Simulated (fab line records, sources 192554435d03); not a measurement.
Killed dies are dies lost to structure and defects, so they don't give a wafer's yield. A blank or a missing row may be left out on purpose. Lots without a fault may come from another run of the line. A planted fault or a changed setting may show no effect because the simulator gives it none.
Which tool did it? | flow n5_finfet | 9 lots, 27 wafers sampled, at 6 steps of a route of 1938

WHAT THE GAUGES READ, wafer by wafer
N5_PMOS_HMC_CHANNEL_EPI_THK_MEAS_22. Usual: HMC_CMP_THK 53.9 nm, standard deviation 0.89.
lot  | measured    | on            | HMC_CMP_THK (nm) | flag
L681 | day 1 19:52 | film_metro-02 | 53.8 54.3 53.9   |
L683 | day 2 07:55 | film_metro-02 | 53.5 54.1 53.9   |
L684 | day 2 13:32 | film_metro-01 | 54.7 52.8 54.2   |
L685 | day 2 19:27 | film_metro-01 | 54.8 53.9 53.2   |
L689 | day 3 19:26 | film_metro-02 | 54.8 53.4 54.2   |
L700 | day 6 15:44 | film_metro-01 | 53.3 56.4 53.2   |
L699 | day 6 16:45 | film_metro-01 | 36.0 36.1 53.9   | OFF
L702 | day 7 01:40 | film_metro-01 | 52.9 54.4 54.5   |
L703 | day 7 07:53 | film_metro-01 | 52.6 54.9 52.6   |

N5_FIN_SAQP_THK_MEAS_05. Usual: thk_nm 38.3 nm, standard deviation 0.46.
lot  | measured    | on            | thk_nm (nm)    | flag
L681 | day 1 20:59 | film_metro-01 | 37.7 38.3 38.3 |
L683 | day 2 09:10 | film_metro-02 | 37.3 38.3 38.7 |
L684 | day 2 14:39 | film_metro-02 | 38.0 37.5 38.6 |
L685 | day 2 20:34 | film_metro-01 | 37.7 38.2 38.6 |
L689 | day 3 20:37 | film_metro-01 | 38.0 37.6 37.8 |
L700 | day 6 17:20 | film_metro-02 | 37.3 38.0 38.2 |
L699 | day 6 17:56 | film_metro-02 | 37.9 37.3 37.8 |
L702 | day 7 03:10 | film_metro-01 | 37.6 37.7 38.4 |
L703 | day 7 09:05 | film_metro-02 | 38.2 38.1 38.9 |

N5_BEOL_M4_RC_MEAS_101. Usual: CJ_P 5.78, standard deviation 0.18; DIBL_N 36.2 mV/V, standard deviation 1.6; DIBL_P 36.5 mV/V, standard deviation 1.9; IOFF_N 0.158 nA/um, standard deviation 0.027; IOFF_P 0.21 nA/um, standard deviation 0.038; ION_N 675 uA/um, standard deviation 12; ION_P 464 uA/um, standard deviation 8.9; SS_N 71.5 mV/dec, standard deviation 0.61; SS_P 73.4 mV/dec, standard deviation 0.59; VT_N 250.4 mV, standard deviation 3; VT_P -250 mV, standard deviation 3.6.
lot  | measured     | on        | CJ_P           | DIBL_N (mV/V)  | DIBL_P (mV/V)  | IOFF_N (nA/um)    | IOFF_P (nA/um) | ION_N (uA/um) | ION_P (uA/um) | SS_N (mV/dec)  | SS_P (mV/dec)  | VT_N (mV)         | VT_P (mV)      | flag
L681 | day 7 23:20  | prober-02 | 5.65 5.73 5.77 | 34.3 36.1 36.9 | 35.5 38.0 38.7 | 0.138 0.161 0.184 | 0.19 0.24 0.25 | 668 682 688   | 457 466 465   | 70.9 71.5 72.0 | 72.3 72.9 73.2 | 252.3 252.3 249.9 | -251 -251 -246 |
L683 | day 8 02:20  | prober-01 | 5.92 5.80 5.56 | 35.1 34.4 34.1 | 35.1 34.7 33.3 | 0.140 0.130 0.114 | 0.18 0.18 0.16 | 670 663 656   | 458 461 449   | 71.4 70.9 71.2 | 73.4 73.1 72.0 | 250.7 255.0 254.7 | -254 -254 -255 |
L684 | day 8 17:38  | prober-01 | 5.66 6.07 5.73 | 36.9 38.4 36.7 | 36.6 37.3 35.5 | 0.154 0.171 0.148 | 0.22 0.22 0.20 | 666 669 670   | 461 461 458   | 72.4 71.9 71.7 | 73.5 74.1 72.9 | 254.4 251.4 253.9 | -251 -252 -252 |
L685 | day 8 18:03  | prober-02 | 5.50 5.92 5.77 | 34.7 36.7 35.4 | 34.0 37.3 35.1 | 0.134 0.164 0.147 | 0.16 0.21 0.17 | 658 661 650   | 450 457 446   | 70.6 71.9 71.8 | 72.6 73.3 72.7 | 253.2 253.0 254.2 | -257 -250 -256 |
L689 | day 9 20:32  | prober-01 | 5.59 5.70 5.73 | 37.5 39.8 36.0 | 36.6 38.7 34.4 | 0.156 0.211 0.128 | 0.18 0.21 0.16 | 666 682 651   | 452 453 437   | 71.0 72.3 71.1 | 73.1 73.9 73.0 | 250.0 246.5 256.1 | -257 -255 -259 |
L700 | day 12 12:52 | prober-01 | 6.00 5.39 6.06 | 37.6 35.3 34.3 | 39.8 38.0 36.5 | 0.205 0.153 0.132 | 0.24 0.21 0.18 | 676 669 658   | 460 462 459   | 72.9 71.9 71.9 | 74.1 74.0 73.4 | 246.6 252.0 253.2 | -249 -251 -253 |
L699 | day 12 17:14 | prober-01 | 6.55 6.50 5.93 | 35.9 37.0 38.6 | 35.6 37.4 40.1 | 0.144 0.162 0.212 | 0.17 0.18 0.30 | 699 691 705   | 395 390 488   | 71.7 71.6 72.1 | 73.5 74.1 74.0 | 248.9 248.4 245.7 | -255 -257 -242 | OFF
L702 | day 13 14:35 | prober-02 | 5.87 5.75 5.75 | 35.7 36.8 35.6 | 35.7 38.1 36.5 | 0.158 0.175 0.165 | 0.18 0.23 0.20 | 677 666 677   | 459 457 468   | 71.2 71.6 71.4 | 72.7 73.8 72.8 | 248.8 247.5 248.2 | -254 -250 -251 |
L703 | day 14 08:34 | prober-02 | 5.89 5.64 6.05 | 35.0 34.2 32.9 | 34.8 34.5 33.3 | 0.149 0.141 0.116 | 0.22 0.22 0.19 | 664 686 666   | 463 482 469   | 71.1 70.4 71.3 | 72.8 73.0 73.1 | 250.4 249.9 252.7 | -248 -248 -251 |

WHICH TOOL RAN EACH LOT (tool, then ch and the chambers of the sampled wafers, then the start)
lot  | N5_PMOS_HMC_CHANNEL_EPI_FIN_RECESS_16 | N5_FIN_SAQP_PECVD_47           | N5_FIN_SAQP_HM_DEP_72
L681 | rie_si-02 ch 1,2,3, day 1 18:03       | pecvd-01 ch 0,1, day 1 21:02   | pecvd-04 ch 0,2, day 1 21:14
L683 | rie_si-02 ch 0,1,2, day 2 06:06       | pecvd-03 ch 0,1,2, day 2 09:13 | pecvd-03 ch 0,1,2, day 2 09:25
L684 | rie_si-03 ch 0,3, day 2 11:44         | pecvd-03 ch 0,2, day 2 14:41   | pecvd-03 ch 0,1, day 2 14:53
L685 | rie_si-03 ch 0,3, day 2 17:38         | pecvd-03 ch 0,1,2, day 2 20:36 | pecvd-04 ch 1,2, day 2 20:48
L689 | rie_si-02 ch 0,1,2, day 3 17:38       | pecvd-04 ch 0,2, day 3 20:38   | pecvd-01 ch 0,1, day 3 20:51
L700 | rie_si-03 ch 1,2, day 6 13:56         | pecvd-01 ch 0,1, day 6 17:23   | pecvd-01 ch 1,2, day 6 17:35
L699 | rie_si-05 ch 0,1,2, day 6 14:32       | pecvd-01 ch 0,1,2, day 6 17:59 | pecvd-04 ch 0,1,2, day 6 18:11
L702 | rie_si-03 ch 0,2,3, day 6 23:52       | pecvd-03 ch 1,2, day 7 03:12   | pecvd-01 ch 1,2, day 7 03:25
L703 | rie_si-03 ch 2,3, day 7 06:05         | pecvd-01 ch 1,2, day 7 09:07   | pecvd-03 ch 0,1,2, day 7 09:20
- N5_PMOS_HMC_CHANNEL_EPI_FIN_RECESS_16: chemistry HBr/Cl2, target Si, target depth 54 nm, time 18 s.
- N5_FIN_SAQP_PECVD_47: deposits a-Si from SiH4/He, target thk 45 nm, time 36.3 s.
- N5_FIN_SAQP_HM_DEP_72: deposits SiO2 from SiH4/N2O, target thk 12 nm, time 7.2 s.

WHAT THE TOOLS THEMSELVES READ (means of the sampled wafers that have a number; where no wafer has one, the mark that the record gives instead)
N5_PMOS_HMC_CHANNEL_EPI_FIN_RECESS_16. Usual: drypump_motor_current_A 5.5 A, standard deviation 0.58; oes_product_au 0.992 a.u., standard deviation 0.014; throttle_valve_pct 35.37 %, standard deviation 0.24.
lot  | tool      | drypump_motor_current_A (A) | oes_product_au (a.u.) | throttle_valve_pct (%) | flag
L681 | rie_si-02 | 5.4                         | 0.988                 | 35.42                  |
L683 | rie_si-02 | 5.1                         | 1.006                 | 35.46                  |
L684 | rie_si-03 | 5.5                         | 0.987                 | 35.04                  |
L685 | rie_si-03 | 6.0                         | 0.994                 | 35.13                  |
L689 | rie_si-02 | 5.1                         | 1.009                 | 35.46                  |
L700 | rie_si-03 | 6.0                         | 0.985                 | 35.69                  |
L699 | rie_si-05 | 5.3                         | 0.992                 | 35.27                  |
L702 | rie_si-03 | 5.9                         | 0.992                 | 35.27                  |
L703 | rie_si-03 | 6.5                         | 0.993                 | 35.38                  |

N5_FIN_SAQP_PECVD_47. Usual: heater_power_w 825 W, standard deviation 67; showerhead_plenum_p_Torr 5.65 Torr, standard deviation 0.04; throttle_valve_pct 17.8 %, standard deviation 0.63.
lot  | tool     | heater_power_w (W) | showerhead_plenum_p_Torr (Torr) | throttle_valve_pct (%) | flag
L681 | pecvd-01 | 762                | 5.66                            | 18.0                   |
L683 | pecvd-03 | 832                | 5.62                            | 17.6                   |
L684 | pecvd-03 | 836                | 5.64                            | 17.0                   |
L685 | pecvd-03 | 843                | 5.63                            | 17.5                   |
L689 | pecvd-04 | 873                | 5.68                            | 18.5                   |
L700 | pecvd-01 | 789                | 5.67                            | 17.9                   |
L699 | pecvd-01 | 829                | 5.67                            | 17.7                   |
L702 | pecvd-03 | 846                | 5.66                            | 17.3                   |
L703 | pecvd-01 | 843                | 5.68                            | 17.8                   |

N5_FIN_SAQP_HM_DEP_72. Usual: heater_power_w 777 W, standard deviation 73; showerhead_plenum_p_Torr 8.09 Torr, standard deviation 0.11.
lot  | tool     | heater_power_w (W) | showerhead_plenum_p_Torr (Torr) | flag
L681 | pecvd-04 | 802                | 8.19                            |
L683 | pecvd-03 | 800                | 8.04                            |
L684 | pecvd-03 | 902                | 7.99                            |
L685 | pecvd-04 | 716                | 8.03                            |
L689 | pecvd-01 | 750                | 8.21                            |
L700 | pecvd-01 | 794                | 8.18                            |
L699 | pecvd-04 | 703                | 8.13                            |
L702 | pecvd-01 | 817                | 8.11                            |
L703 | pecvd-03 | 793                | 8.05                            |

THE ANSWER, worked out from the rows above alone
Rule: a lot is off if the mean of its wafers that have a number lies more than 3 standard deviations from the usual mean. A lot without any number at a reading at which 4 lots or more have one is off too. The other lots that the step has rows for count as sound. The gauges are gone through in route order, then the tools' own readings, and for those a lot's mean is taken as printed above. The first step at which some lot is off is used, and at that step the reading that is off furthest; a lot without a number counts as furthest.
Off: L699, at N5_PMOS_HMC_CHANNEL_EPI_THK_MEAS_22 (HMC_CMP_THK).
A tool fits if, at a process step before that reading, it ran every lot that is off, and no sound lot after the first of them. The gauges at N5_PMOS_HMC_CHANNEL_EPI_THK_MEAS_22 aren't tried: what is off there is off at N5_BEOL_M4_RC_MEAS_101 too, on other tools, and a gauge's error can't cause that. One fits: rie_si-05 at N5_PMOS_HMC_CHANNEL_EPI_FIN_RECESS_16. It ran no sound lot before its first lot that is off in this sample, so the start can't be narrowed down.

WHAT THE SIMULATOR HAD PUT IN
Process parameter drift: rie_si-05, from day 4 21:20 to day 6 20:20, at N5_PMOS_HMC_CHANNEL_EPI_FIN_RECESS_16. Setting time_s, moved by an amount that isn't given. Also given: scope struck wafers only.
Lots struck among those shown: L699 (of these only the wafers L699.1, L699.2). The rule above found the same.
